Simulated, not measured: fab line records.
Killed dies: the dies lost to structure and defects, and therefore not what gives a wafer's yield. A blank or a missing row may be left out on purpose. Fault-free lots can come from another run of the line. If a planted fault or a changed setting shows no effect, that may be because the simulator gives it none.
A lot that was struck, set against a sound lot || flow nand-harc || 13 steps out of a route of 1302
Sound: the wafers L478.1, L478.2, L478.4. Struck: wafers L492.1, L492.2, L492.3. At the end, the cause is stated.
Per side, at each step with rows, come the tool, then ch with its chambers, and then its first start. Under that, the readings that differ: sound wafers || struck wafers || difference of the means || sigmas: that difference in standard deviations of wafers without a fault.
alike: words and numbers the same on both sides, and readings whose means are apart by under 2 such deviations; not compared: readings that were withheld, readings missing a value for some wafer, numbers with overlapping values and no deviation given by the record, and bounds like >300 which may hide the same value.
The two part at a step that has a row with sigmas, a row that says differs or no value, or rows on one side only. Numbers that have no deviation but don't overlap get no sigmas and don't part them. A reading that every wafer of one side lacks parts them only if that side has two wafers or more.

NHARC_A_WL_FILL_ALD_02: deposits TiN, target thk 2 nm, pulse time 3 s, ald cycles 100.
  sound on ald-metal-03 ch 0,2,3, day 23 17:47; struck on ald-metal-04 ch 1,2,3, day 29 01:35
  alike: heater-power-w, precursor-pulse-height-rel
NHARC_A_WL_FILL_CVD_03: deposits W, target thk 40 nm, time 279 s.
  sound on cvd-w-01 ch 0,1, day 23 18:14; struck on cvd-w-01 ch 0,1, day 29 02:01
  alike: heater-power-w, mfc-ar-sccm, throttle-valve-pct
then, 1 step without rows for these wafers: NHARC_A_WL_FILL_ETCHBACK_04 (etches the open film in NF3, target depth 60 nm, time 120 s).
NHARC_A_WL_FILL_ETCHBACK_05: etches the open film in Cl2/BCl3, target depth 22 nm, time 60 s.
  sound on rie-metal-01 ch 0,1, day 23 18:51; struck on rie-metal-01 ch 0,1, day 29 02:37
  alike: drypump-motor-current-A, oes-product-au, run-length-s
  not compared: rf-hours-counter-h
then, 5 steps without rows for these wafers: NHARC_A_WL_FILL_STRIP_27 (strips in N2/H2, time 20 s); NHARC_A_WL_FILL_STRIP_28 (strips in post etch residue remover, time 1200 s); NHARC_A_WL_FILL_PRECLEAN_06 (cleans in DIW, time 300 s); NHARC_A_WL_FILL_SRD_07; NHARC_A_WL_FILL_ANNEAL_08 (time 1800 s).
NHARC_A_WL_FILL_ALD_10: deposits SiO2, target thk 50 nm, pulse time 10 s, ald cycles 500.
  sound on ald-hk-04 ch 0,1,2, day 24 00:01; struck on ald-hk-03 ch 0,1,2, day 29 08:59
  alike: heater-power-w, precursor-pulse-height-rel
NHARC_A_WL_FILL_ETCHBACK_16: etches the open film in C4F8/O2/Ar, target depth 120 nm, time 24 s.
  sound on rie-diel-13 ch 0,2,3, day 24 04:44; struck on rie-diel-09 ch 0,1,3, day 29 13:08
{"reading": "oes-product-au (a.u.)", "sound": "0.92 0.92 0.92", "struck": "1.01 1.00 1.02", "difference": "+0.09", "sigmas": "+3"}
{"reading": "rf-hours-counter-h (h)", "sound": "0.6 0.7 0.5", "struck": "0.0 0.0 0.0", "difference": -0.6, "sigmas": ""}
{"reading": "run-length-s (s)", "sound": "45.8 45.2 45.4", "struck": "30.6 30.2 30.3", "difference": -15.1, "sigmas": -47}
  alike: rf-vpp-V
NHARC_A_WL_FILL_STRIP_29: strips in O2, time 20 s.
  sound on rie-diel-13 ch 0,2,3, day 24 04:49; struck on rie-diel-09 ch 0,1,3, day 29 13:14
{"reading": "oes-product-au (a.u.)", "sound": "0.988 0.984 0.993", "struck": "1.000 1.022 1.007", "difference": "+0.021", "sigmas": "+2"}
{"reading": "rf-hours-counter-h (h)", "sound": "0.5 0.7 0.6", "struck": "0.0 0.1 0.0", "difference": -0.6, "sigmas": ""}
  alike: drypump-motor-current-A, mfc-ar-sccm, rf-vpp-V, showerhead-plenum-p-Torr, throttle-valve-pct
-- jump in the record: it breaks off in module A_WL_FILL and resumes in module END (first step shown: number 1302 of the route), and 4 days separate the struck wafers' starts before and after --
NHARC_END_SORT_01:
  at this point the record logs the struck wafers (prober-01 ch 0, day 33 04:17) and has no rows for the sound ones

WHERE THEY PART
First at NHARC_A_WL_FILL_ETCHBACK_16; last, within this record, at NHARC_END_SORT_01.

WHY: the cause the simulator had injected
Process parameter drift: rie-diel-09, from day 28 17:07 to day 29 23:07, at NHARC_A_WL_FILL_ETCHBACK_16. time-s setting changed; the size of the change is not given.
